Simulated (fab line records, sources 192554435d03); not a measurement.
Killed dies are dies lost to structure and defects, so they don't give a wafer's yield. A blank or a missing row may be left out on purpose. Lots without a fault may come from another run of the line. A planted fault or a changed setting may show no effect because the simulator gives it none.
A struck lot beside a sound one | flow n5_finfet | 27 steps out of a route of 1938
Sound: wafers L881.3, L881.5, L881.6. Struck: wafer L895.2. (L895.4 of the same lot was not struck and is left out.) The cause comes at the end.
At each step with rows: each side's tool, then ch and its chambers, then its first start. Under that, the readings that differ: sound wafers | struck wafers | difference of the means | sigmas: that difference in standard deviations of wafers without a fault.
alike: readings whose means differ by less than 2 such deviations, and words and numbers that are the same on both sides. not compared: withheld readings, readings that some wafer has no value for, bounds like >300 that may hide the same value, and numbers for which the record gives no deviation and whose values overlap.
The two part at a step that has a row with sigmas, a row that says differs or no value, or rows on one side only. Numbers that don't overlap but have no deviation are shown without sigmas and don't part them. A reading that every wafer of one side lacks parts them only if that side has two wafers or more.

first, 1 step without rows for these wafers: N5_BEOL_M15_STRIP_63 (strips in O2).
N5_BEOL_M15_STRIP_64: strips in O2.
  sound on rie_diel-05 ch 1,2,3; struck on rie_diel-02 ch 2
  alike: drypump_motor_current_A, o2_flow_sccm, oes_product_au, rf_vpp_V, showerhead_plenum_p_Torr, temp_c, throttle_valve_pct
  not compared: rf_hours_counter_h
then, 2 steps without rows for these wafers: N5_BEOL_M15_STRIP_65 (strips in post etch residue remover, time 60 s); N5_BEOL_M15_SRD_66 (time 30 s, dry time 30 s).
N5_BEOL_M15_CD_MEAS_17: target cd 360 nm.
  sound on cd_sem-03, day 11 20:25; struck on cd_sem-01, day 15 20:55
  alike: cd_nm
then, 7 steps without rows for these wafers: N5_BEOL_M15_COAT_56 (time 60 s, resist thk 550 nm); N5_BEOL_M15_ETCH_57 (etches SOC in N2/H2, time 750 s); N5_BEOL_M15_COAT_60 (time 60 s, resist thk 89 nm); N5_BEOL_M15_COAT_22 (resist thk 800 nm); N5_BEOL_M15_EBR_24; N5_BEOL_M15_SOFTBAKE_23 (time 60 s); N5_BEOL_M15_EXPOSE_25 (exposes mask M15, target cd 400 nm).
N5_BEOL_M15_PEB_26: peb time 90 s.
  sound on litho_track-02 ch 0, day 11 21:24; struck on litho_track-05 ch 0, day 15 21:50
  alike: heater_power_total_W
then, 2 steps without rows for these wafers: N5_BEOL_M15_DEVELOP_27 (develop time 45 s); N5_BEOL_M15_HARDBAKE_32 (time 120 s).
N5_BEOL_M15_CD_MEAS_28: target cd 407.6 nm.
  sound on cd_sem-01 ch 0, day 11 21:31; struck on cd_sem-02 ch 0, day 15 21:57
  reading    | sound             | struck | difference | sigmas
  cd_nm (nm) | 410.5 410.6 410.9 | 415.7  | +5.0       | +3
N5_BEOL_M15_OVL_MEAS_29:
  sound on overlay-01 ch 0, day 11 21:33; struck on overlay-02 ch 0, day 15 21:59
  alike: M15_OVL
N5_BEOL_M15_INSPECT_30: inspects for defects (macro).
  sound on defect_inspect-02, day 11 21:34; struck on defect_inspect-02, day 15 22:01
  alike: raw_defect_count
N5_BEOL_M15_DESCUM_33: chemistry O2, time 7.9 s.
  sound on rie_diel-03 ch 0,3, day 11 21:58; struck on rie_diel-05 ch 1, day 15 22:28
  reading                   | sound             | struck | difference | sigmas
  oes_product_au (a.u.)     | 0.78 0.78 0.68    | 0.99   | +0.24      | +2
  throttle_valve_pct (%)    | 20.43 20.43 20.42 | 19.96  | -0.47      | -3
  model.BEOL_M15.cd_nm (nm) | 411.2 410.8 410.8 | 415.6  | +4.7       |
  alike: bias_power_w, drypump_motor_current_A, o2_flow_sccm, rf_vpp_V, showerhead_plenum_p_Torr, temp_c
  not compared: rf_hours_counter_h
N5_BEOL_M15_ETCH_61: etches BARC in N2/H2, target depth 89 nm, overetch 26.7 nm, time 67.9 s.
  sound on rie_diel-03 ch 0,3, day 11 22:00; struck on rie_diel-05 ch 1, day 15 22:30
  reading                | sound             | struck | difference | sigmas
  oes_product_au (a.u.)  | 0.66 0.67 0.59    | 0.83   | +0.19      | +2
  throttle_valve_pct (%) | 17.86 17.89 17.91 | 17.48  | -0.41      | -2
  alike: drypump_motor_current_A, rf_vpp_V, showerhead_plenum_p_Torr
  not compared: rf_hours_counter_h
N5_BEOL_M15_TRENCH_ETCH_34: etches SiO2 in C4F8/O2/Ar, target depth 872.93 nm, time 199 s.
  sound on rie_diel-03 ch 0,3, day 11 22:03; struck on rie_diel-05 ch 1, day 15 22:33
  reading               | sound          | struck | difference | sigmas
  oes_product_au (a.u.) | 0.77 0.78 0.69 | 0.99   | +0.24      | +2
  alike: drypump_motor_current_A, rf_vpp_V, showerhead_plenum_p_Torr, throttle_valve_pct
  not compared: rf_hours_counter_h
then, 1 step without rows for these wafers: N5_BEOL_M15_STRIP_36 (strips in O2).
N5_BEOL_M15_STRIP_62: strips in O2.
  sound on rie_diel-03 ch 0,1,3; struck on rie_diel-05 ch 2
  reading                         | sound             | struck | difference | sigmas
  drypump_motor_current_A (A)     | 5.3 5.5 5.5       | 6.4    | +1.0       | +2
  rf_vpp_V (V)                    | 4.5 4.2 4.5       | 3.1    | -1.3       | -3
  showerhead_plenum_p_Torr (Torr) | 2.06 2.10 2.11    | 2.24   | +0.15      | +2
  temp_c (C)                      | 59.91 60.07 59.89 | 60.23  | +0.27      | +2
  alike: o2_flow_sccm, oes_product_au, throttle_valve_pct
  not compared: rf_hours_counter_h
N5_BEOL_M15_STRIP_37: strips in O2.
  sound on rie_diel-03 ch 0,1,3; struck on rie_diel-05 ch 2
  reading                         | sound          | struck | difference | sigmas
  showerhead_plenum_p_Torr (Torr) | 2.06 2.10 2.11 | 2.24   | +0.15      | +2
  alike: drypump_motor_current_A, o2_flow_sccm, oes_product_au, rf_vpp_V, temp_c, throttle_valve_pct
  not compared: rf_hours_counter_h
N5_BEOL_M15_ETCH_38: etches SiCN in CF4/N2, target depth 106.4 nm, time 120.5 s.
  sound on rie_diel-03 ch 0,1,3; struck on rie_diel-05 ch 2
  reading                         | sound             | struck | difference | sigmas
  drypump_motor_current_A (A)     | 5.4 5.4 5.5       | 6.4    | +1.0       | +2
  showerhead_plenum_p_Torr (Torr) | 2.18 2.21 2.21    | 2.34   | +0.14      | +2
  model.BEOL_M15.cd_nm (nm)       | 402.8 402.6 402.2 | 408.2  | +5.7       |
  alike: oes_product_au, rf_vpp_V, throttle_valve_pct
  not compared: rf_hours_counter_h
then, 2 steps without rows for these wafers: N5_BEOL_M15_PRECLEAN_39 (cleans in residue remover, time 60 s); N5_PASSIVATION_PROBE_49.

WHERE THEY PART
First at N5_BEOL_M15_CD_MEAS_28; last, within this record, at N5_BEOL_M15_ETCH_38.

WHY: what the simulator had put in
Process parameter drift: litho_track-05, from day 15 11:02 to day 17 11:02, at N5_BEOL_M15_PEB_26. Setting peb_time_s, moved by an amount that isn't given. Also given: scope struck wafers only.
